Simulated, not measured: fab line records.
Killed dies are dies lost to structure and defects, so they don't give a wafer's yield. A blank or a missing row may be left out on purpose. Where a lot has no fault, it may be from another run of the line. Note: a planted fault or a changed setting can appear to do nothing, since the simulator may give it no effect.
Which of the tools did it? / flow nand-harc / Sampling: 6 lots, 18 wafers, 5 of 1159 route steps

== WHAT THE GAUGES READ, wafer by wafer ==
NHARC_END_SORT_01.
lot=L754; measured=day 22 00:25; on=prober-01; killed-at-array=24 26 25
lot=L761; measured=day 23 18:58; on=prober-01; killed-at-array=14 23 13

== WHAT TOOL EACH LOT RAN ON (gives the tool, then ch and the chambers of the sampled wafers, and finally the start) ==
lot=L750; NHARC_P_ZERO_WELL_SOFTBAKE_06=litho-track-05 ch 0, day 2 00:00; NHARC_P_ZERO_WELL_DESCUM_26=rie-diel-07 ch 1,2, day 2 02:46; NHARC_P_ZERO_WELL_RTA_42=rtp-anneal-01 ch 0, day 2 07:06; NHARC_P_STI_CMP_21=cmp-03 ch 0,1,2, day 4 00:48
lot=L752; NHARC_P_ZERO_WELL_SOFTBAKE_06=litho-track-05 ch 0, day 2 12:00; NHARC_P_ZERO_WELL_DESCUM_26=rie-diel-07 ch 0,1,3, day 2 14:44; NHARC_P_ZERO_WELL_RTA_42=rtp-anneal-01 ch 0, day 2 18:53; NHARC_P_STI_CMP_21=cmp-04 ch 0,1,2, day 4 09:21
lot=L754; NHARC_P_ZERO_WELL_SOFTBAKE_06=litho-track-02 ch 0, day 3 00:00; NHARC_P_ZERO_WELL_DESCUM_26=rie-diel-07 ch 0,1,2, day 3 02:38; NHARC_P_ZERO_WELL_RTA_42=rtp-anneal-02 ch 0, day 3 06:47; NHARC_P_STI_CMP_21=cmp-03 ch 0,1, day 4 23:04
lot=L758; NHARC_P_ZERO_WELL_SOFTBAKE_06=litho-track-07 ch 0, day 4 00:00; NHARC_P_ZERO_WELL_DESCUM_26=rie-diel-09 ch 0,1, day 4 02:41; NHARC_P_ZERO_WELL_RTA_42=rtp-anneal-01 ch 0, day 4 06:49; NHARC_P_STI_CMP_21=cmp-04 ch 0,2, day 5 15:18
lot=L761; NHARC_P_ZERO_WELL_SOFTBAKE_06=litho-track-05 ch 0, day 4 18:00; NHARC_P_ZERO_WELL_DESCUM_26=rie-diel-07 ch 0,2,3, day 4 20:38; NHARC_P_ZERO_WELL_RTA_42=rtp-anneal-02 ch 0, day 5 00:59; NHARC_P_STI_CMP_21=cmp-01 ch 0,1,2, day 6 13:24
lot=L770; NHARC_P_ZERO_WELL_SOFTBAKE_06=litho-track-05 ch 0, day 7 00:00; NHARC_P_ZERO_WELL_DESCUM_26=rie-diel-09 ch 0,2,3, day 7 02:31; NHARC_P_ZERO_WELL_RTA_42=rtp-anneal-02 ch 0, day 7 06:38; NHARC_P_STI_CMP_21=cmp-03 ch 1,2, day 8 20:04
- NHARC_P_ZERO_WELL_SOFTBAKE_06: time 70 s.
- NHARC_P_ZERO_WELL_DESCUM_26: chemistry O2, time 3 s.
- NHARC_P_ZERO_WELL_RTA_42: time 300 s.
- NHARC_P_STI_CMP_21: polishes, t overpolish 20 s, target thk 380.67 nm.

== THE ANSWER, worked out from the rows above alone ==
Rule: usual is defined by the lots themselves. Put in order of their means at a reading, lots are off if they are a third of the lots or fewer, leave a main group of 4 or more, and stand apart from it by a gap of 3 or more times the standard deviation of the main group's means; of several such gaps the widest counts. If all means in a main group match to the digits the tables above print for the reading, that group is not used. A lot without any number at a reading at which 4 lots or more have one is off too. Any other lot the step has rows for is counted as sound.
No lot is off at any reading shown: from this, nothing can be told.

== WHAT THE SIMULATOR HAD PUT IN ==
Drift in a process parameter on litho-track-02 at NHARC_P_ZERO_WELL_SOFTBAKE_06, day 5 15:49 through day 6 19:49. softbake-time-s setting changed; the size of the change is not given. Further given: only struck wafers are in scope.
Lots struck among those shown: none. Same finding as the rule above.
